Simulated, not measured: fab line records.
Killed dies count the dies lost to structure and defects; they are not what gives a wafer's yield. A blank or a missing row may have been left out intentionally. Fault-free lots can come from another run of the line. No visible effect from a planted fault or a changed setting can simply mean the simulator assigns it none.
fab line records    flow n5-finfet
record lots=7  wafers=21
route steps=1938 shown PASSIVATION@1922
start-h: start of the lot's first displayed wafer, in hours after the record's first day    wait-h: hours since the lot's step before    " as in the row above    L1.1+2: one row covering several wafers at once    - no value, or no start was given    * or withheld: withheld    < > ~ a bound
route shown NAME@n: NAME is a module with steps in the file, n the number in the route of the first one    usual: mean and standard deviation over wafers with no fault    same: alike in all rows    chamber/n: place in a boat    sites: readings site by site    _std_site: standard deviation across them    _edge_site: outer sites' mean less inner sites'    radius-mm: how far each site lies from the wafer's centre    mask NAME#n: copy n    behind: the tool/chamber that last shaped the wafer    hold: why the lot was held/for how many hours/how that ended    device: which transistor (n, p or np) failed to switch    end of line: at the end of the route, the tests of the same wafers    step lacking rows: just its recipe    killed: the dies lost at the first sort to structure and to defects; this is not the yield of the wafer    map: per-die view of a wafer (x killed, . not killed, _ where there is no die)
set.NAME: setting as actually run; set.NAME@STEP: the setting as run at that earlier step    model.NAME: the simulator's own value behind a step, which no gauge read
lots whose settings were changed on purpose; a table a step, a row a wafer
## steps
# step N5_PASSIVATION_PEB_42
# recipe peb-temp-c=withheld  peb-time-s=*
lot.wafer   tool            chamber  start-h  wait-h  set.peb-time-s
L074.2+4    litho-track-03  0        296.17   0.0     *
L074.5      "               0        "        "       *
L079.1+5    litho-track-03  0        314.51   0.1     *
L079.2      "               0        "        "       *
L084.4+6    litho-track-01  0        340.00   0.0     *
L084.5      "               0        "        "       *
L086.4+5+6  litho-track-04  0        365.35   0.0     *
L093.1+4+5  litho-track-04  0        387.76   0.1     *
L089.3+4    litho-track-03  0        395.18   0.0     *
L089.6      "               0        "        "       *
L096.1      litho-track-04  0        415.28   0.1     *
L096.2+6    "               0        "        "       *
# step N5_PASSIVATION_DEVELOP_43
# recipe develop-time-s=60  rinse-liquid=diw  dry=air-spin  dev-temp-c=21
# step N5_PASSIVATION_HARDBAKE_45
# recipe temp-c=130  time-s=120
# step N5_PASSIVATION_CD_MEAS_44
# recipe target-cd-nm=40000  landing-energy-ev=500  detector=se-inlens
# usual cd-nm=39999/4.8
lot.wafer  tool       chamber  start-h  wait-h  set.dose-mj@PASSIVATION_EXPOSE_41  cd-nm
L074.2     cd-sem-02  0        296.29   -       53.88                              39981
L074.4     "          0        "        "       53.88                              39978
L074.5     "          0        "        "       57.25                              39999
L079.1     cd-sem-01  0        314.63   -       54.13                              39977
L079.2     "          0        "        "       54.13                              39974
L079.5     "          0        "        "       57.25                              39997
L084.4     cd-sem-03  0        340.12   -       57.25                              39988
L084.5     "          0        "        "       57.25                              40004
L084.6     "          0        "        "       57.25                              39998
L086.4     cd-sem-03  0        365.48   -       53.16                              39962
L086.5     "          0        "        "       57.25                              39998
L086.6     "          0        "        "       57.25                              40000
L093.1     cd-sem-02  0        387.88   -       57.25                              39998
L093.4     "          0        "        "       57.25                              39996
L093.5     "          0        "        "       57.25                              40005
L089.3     cd-sem-01  0        395.30   -       60.68                              40035
L089.4     "          0        "        "       57.25                              40013
L089.6     "          0        "        "       57.25                              40005
L096.1     cd-sem-01  0        415.40   -       61.28                              40021
L096.2     "          0        "        "       57.25                              39999
L096.6     "          0        "        "       61.28                              40027
## key
split step=N5_PASSIVATION_PEB_42  setting=peb-time-s  stated=*  by=wafer
response none clear
split outside-this-file step=N5_PASSIVATION_EXPOSE_41 setting=dose-mj
# split outside-this-file: this setting was split too, and the file shows its column; the key of that split is in another file
